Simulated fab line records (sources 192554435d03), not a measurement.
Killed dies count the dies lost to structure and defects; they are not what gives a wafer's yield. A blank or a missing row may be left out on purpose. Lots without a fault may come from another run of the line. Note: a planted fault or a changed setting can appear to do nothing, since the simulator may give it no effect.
Matching of chambers | flow n5-finfet | N5_BEOL_M3_ALD_84 on ald-metal-04: 4 sister chambers
The step deposits TaN, pulse time 2 s, purge time 3 s, co reactant purge time 2 s. 16 wafers are shown with their chamber, then 8 later ones without.

== WAFERS WITH THEIR CHAMBER ==
wafer  | chamber | heater-power-w (W) | heater-power-outer-w (W) | precursor-vessel-pressure-torr (Torr)
L076.4 | 3       | 402                | 222                      | 26.22
L076.5 | 3       | 406                | 220                      | 26.20
L076.6 | 0       | 513                | 311                      | 26.29
L077.1 | 1       | 423                | 221                      | 26.21
L077.3 | 2       | 416                | 215                      | 26.23
L077.6 | 3       | 407                | 226                      | 26.16
L081.2 | 0       | 513                | 298                      | 26.37
L081.3 | 1       | 427                | 221                      | 26.36
L081.5 | 1       | 430                | 222                      | 26.26
L082.2 | 1       | 421                | 222                      | 26.23
L082.3 | 2       | 416                | 214                      | 26.30
L082.6 | 0       | 522                | 306                      | 26.22
L087.1 | 1       | 427                | 218                      | 26.37
L087.2 | 0       | 525                | 307                      | 26.31
L087.4 | 3       | 407                | 220                      | 26.32
L092.2 | 2       | 412                | 218                      | 26.24

SIGNATURES (means of the wafers above)
reading                        | chamber 0 | chamber 1 | chamber 2 | chamber 3 | scatter within a chamber
heater-power-w                 | 518.25    | 425.60    | 414.67    | 405.50    | 4.02
heater-power-outer-w           | 305.50    | 220.80    | 215.67    | 222.00    | 3.32
precursor-vessel-pressure-torr | 26.2975   | 26.2860   | 26.2567   | 26.2250   | 0.0648
Rule: a wafer lies at a distance from a chamber equal to the root of the sum of squares, over the readings, of (its reading less the chamber's mean, divided by the reading's scatter). The wafer belongs to the nearest chamber; if the next one is less than 2 further off, it can't be placed. The scatter is the square root of a quotient: the sum, over the shown wafers, of each reading's squared deviation from its chamber's mean, divided by wafers minus chambers.

== WAFERS WITH NO CHAMBER GIVEN ==
wafer  | heater-power-w (W) | heater-power-outer-w (W) | precursor-vessel-pressure-torr (Torr)
L092.4 | 416                | 223                      | 26.17
L092.6 | 413                | 213                      | 26.22
L093.1 | 521                | 308                      | 26.24
L093.5 | 421                | 220                      | 26.20
L093.6 | 409                | 214                      | 26.28
L095.1 | 403                | 211                      | 26.26
L095.2 | 421                | 227                      | 26.26
L095.4 | 525                | 307                      | 26.24

== CHAMBER TAKEN BY EACH ==
wafer  | from the rows above          | in truth
L092.4 | can't be placed: 2 or 3 or 1 | 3
L092.6 | 2                            | 2
L093.1 | 0                            | 0
L093.5 | can't be placed: 1 or 2      | 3
L093.6 | can't be placed: 2 or 3      | 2
L095.1 | can't be placed: 2 or 3      | 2
L095.2 | can't be placed: 1 or 2 or 3 | 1
L095.4 | 0                            | 0
Placed correctly: 3 of 8. These rows do not allow placing 5 (true chamber among the candidates in 4). Placed wrongly: 0.
